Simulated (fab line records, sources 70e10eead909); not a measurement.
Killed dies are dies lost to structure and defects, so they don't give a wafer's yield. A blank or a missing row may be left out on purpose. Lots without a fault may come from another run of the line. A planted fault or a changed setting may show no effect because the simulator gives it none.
A struck lot beside a sound one | flow nand_harc | 40 steps out of a route of 1302
Sound: wafers L750.4, L750.5, L750.6. Struck: wafer L758.3. (L758.1, L758.4 of the same lot were not struck and are left out.) The cause comes at the end.
At each step with rows: each side's tool, then ch and its chambers, then its first start. Under that, the readings that differ: sound wafers | struck wafers | difference of the means | sigmas: that difference in standard deviations of wafers without a fault.
alike: readings whose means differ by less than 2 such deviations, and words and numbers that are the same on both sides. not compared: withheld readings, readings that some wafer has no value for, bounds like >300 that may hide the same value, and numbers for which the record gives no deviation and whose values overlap.
The two part at a step that has a row with sigmas, a row that says differs or no value, or rows on one side only. Numbers that don't overlap but have no deviation are shown without sigmas and don't part them. A reading that every wafer of one side lacks parts them only if that side has two wafers or more.

first, 8 steps without rows for these wafers: NHARC_A_STAIRCASE_COAT_244; NHARC_A_STAIRCASE_SOFTBAKE_245 (time 170 s); NHARC_A_STAIRCASE_EBR_246; NHARC_A_STAIRCASE_EXPOSE_247 (exposes mask SDS 1); NHARC_A_STAIRCASE_PEB_248 (peb time 130 s); NHARC_A_STAIRCASE_DEVELOP_249 (time 140 s); NHARC_A_STAIRCASE_HARDBAKE_251 (time 140 s); NHARC_A_STAIRCASE_DESCUM_252 (chemistry O2, time 3 s).
NHARC_A_STAIRCASE_ETCH_253: etches the open film in C4F8/O2, target depth 50 nm, time 20.2 s.
  sound on rie_diel-12 ch 1,2, day 17 03:24; struck on rie_diel-12 ch 0, day 20 12:29
  alike: bias_w, oes_product_au, rf_vpp_V
  not compared: rf_hours_counter_h
then, 2 steps without rows for these wafers: NHARC_A_STAIRCASE_STRIP_254 (strips in O2); NHARC_A_STAIRCASE_STRIP_255 (strips in SPM, time 900 s).
NHARC_A_STAIRCASE_PRECLEAN_256: cleans in SC1.
  sound on wet_bench-04 ch 2,3,7, day 17 03:53; struck on wet_bench-05 ch 5, day 20 12:58
  alike: diw_flow_mL_min, sc1_h2o2_end_mol_l, temp_c
then, 14 steps without rows for these wafers: NHARC_A_STAIRCASE_SRD_257; NHARC_A_STAIRCASE_HM_DEP_456 (deposits aC, target thk 3100 nm); NHARC_A_STAIRCASE_DEP_259 (deposits SiON, target thk 30 nm); NHARC_A_STAIRCASE_DEHYDRATE_260 (time 120 s); NHARC_A_STAIRCASE_HMDS_261 (time 30 s); NHARC_A_STAIRCASE_COAT_262; NHARC_A_STAIRCASE_SOFTBAKE_263 (time 170 s); NHARC_A_STAIRCASE_EBR_264; NHARC_A_STAIRCASE_EXPOSE_265 (exposes mask CHOP 200); NHARC_A_STAIRCASE_PEB_266 (peb time 130 s); NHARC_A_STAIRCASE_DEVELOP_267 (time 140 s); NHARC_A_STAIRCASE_HARDBAKE_269 (time 140 s); NHARC_A_STAIRCASE_DESCUM_270 (chemistry O2, time 3 s); NHARC_A_STAIRCASE_ETCH_271 (etches the open film in CF4/CHF3).
NHARC_A_STAIRCASE_HM_OPEN_457: chemistry O2/COS.
  sound on rie_diel-05 ch 0,3; struck on rie_diel-12 ch 0
  reading               | sound             | struck | difference | sigmas
  oes_product_au (a.u.) | 0.988 0.990 1.000 | 1.020  | +0.027     | +2
  alike: bias_w, drypump_motor_current_A, rf_vpp_V, showerhead_plenum_p_Torr, throttle_valve_pct
  not compared: rf_hours_counter_h
then, 2 steps without rows for these wafers: NHARC_A_STAIRCASE_STRIP_458 (strips in O2/COS); NHARC_A_STAIRCASE_ETCH_451 (etches the open film in CF4/O2, target depth 30 nm, overetch 3 nm, time 16.5 s).
NHARC_A_STAIRCASE_ETCH_273: etches the open film in C4F8/O2/Ar, target depth 10200 nm, time 2468.6 s.
  sound on rie_diel-05 ch 0,2,3; struck on rie_diel-12 ch 1
  reading               | sound             | struck | difference | sigmas
  oes_product_au (a.u.) | 0.918 0.907 0.933 | 0.953  | +0.034     | +2
  alike: bias_w, rf_vpp_V
  not compared: rf_hours_counter_h
then, 4 steps without rows for these wafers: NHARC_A_STAIRCASE_STRIP_274 (strips in O2); NHARC_A_STAIRCASE_STRIP_275 (strips in SPM, time 900 s); NHARC_A_STAIRCASE_PRECLEAN_276 (cleans in SC1); NHARC_A_STAIRCASE_SRD_277.
NHARC_A_STAIRCASE_HM_DEP_459: deposits aC, target thk 1500 nm.
  sound on acl_dep-02 ch 0, day 17 11:04; struck on acl_dep-01 ch 0, day 21 02:38
  alike: throttle_valve_pct
NHARC_A_STAIRCASE_DEP_280: deposits SiON, target thk 30 nm.
  sound on pecvd-02 ch 0,1,2, day 17 12:05; struck on pecvd-02 ch 0, day 21 04:32
  alike: heater_power_w
then, 3 steps without rows for these wafers: NHARC_A_STAIRCASE_DEHYDRATE_281 (time 120 s); NHARC_A_STAIRCASE_HMDS_282 (time 30 s); NHARC_A_STAIRCASE_COAT_283.
-- the record jumps here: 7 days lie between the struck wafers' starts before and after (it left off in module A_STAIRCASE and takes up again in module END, whose first step shown is number 1302 of the route) --
NHARC_END_SORT_01:
  sound on prober-02 ch 0, day 25 11:34; struck on prober-02 ch 0, day 28 13:11
  reading         | sound    | struck | difference | sigmas
  killed_at_array | 72 67 78 | 124    | +52        | +3
  killed_dies     | 74 72 80 | 132    | +57        | +4
  alike: killed_at_other, killed_at_periphery, killed_open, killed_short

WHERE THEY PART
First at NHARC_A_STAIRCASE_HM_OPEN_457; last, within this record, at NHARC_END_SORT_01.

WHY: what the simulator had put in
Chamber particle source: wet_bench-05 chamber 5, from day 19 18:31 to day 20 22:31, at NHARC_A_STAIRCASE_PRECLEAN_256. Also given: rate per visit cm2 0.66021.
